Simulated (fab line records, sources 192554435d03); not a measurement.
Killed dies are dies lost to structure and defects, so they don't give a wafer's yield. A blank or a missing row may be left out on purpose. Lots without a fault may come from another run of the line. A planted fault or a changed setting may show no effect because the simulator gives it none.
Chamber matching | flow n5_finfet | N5_BEOL_M3_STRIP_19 on rie_diel-05: 4 sister chambers
The step strips in O2. 4 wafers are shown with their chamber, then 12 later ones without.

WAFERS WITH THEIR CHAMBER
wafer  | chamber | showerhead_plenum_p_Torr (Torr)
L083.4 | 2       | 2.12
L085.5 | 0       | 2.01
L089.3 | 1       | 2.07
L089.6 | 3       | 2.22

WAFERS WITHOUT THEIR CHAMBER
wafer  | showerhead_plenum_p_Torr (Torr)
L090.4 | 2.07
L090.5 | 2.01
L090.6 | 2.22
L096.1 | 2.01
L096.2 | 2.07
L096.3 | 2.22
L096.4 | 2.22
L096.5 | 2.07
L096.6 | 2.01
L097.3 | 2.22
L097.4 | 2.11
L097.6 | 2.11

WHICH CHAMBER EACH WENT THROUGH
wafer  | from the rows above | in truth
L090.4 | 1                   | 1
L090.5 | 0                   | 0
L090.6 | 3                   | 3
L096.1 | 0                   | 0
L096.2 | 1                   | 1
L096.3 | 3                   | 3
L096.4 | 3                   | 3
L096.5 | 1                   | 1
L096.6 | 0                   | 0
L097.3 | 3                   | 3
L097.4 | 2                   | 2
L097.6 | 2                   | 2
Placed correctly: 12 of 12. Can't be placed from these rows: 0. Placed wrongly: 0.
How it was worked out, from the rows above alone: a wafer's distance from a chamber is the root of the sum, over the readings, of the square of ((its reading less the chamber's mean) divided by the reading's scatter). The wafer belongs to the nearest chamber; if the next one is less than 2 further off, it can't be placed. A chamber's mean is the mean of its shown wafers. The scatter: with one shown wafer a chamber, the root of the mean of the squares of how far each hidden wafer lies from its nearest shown one.
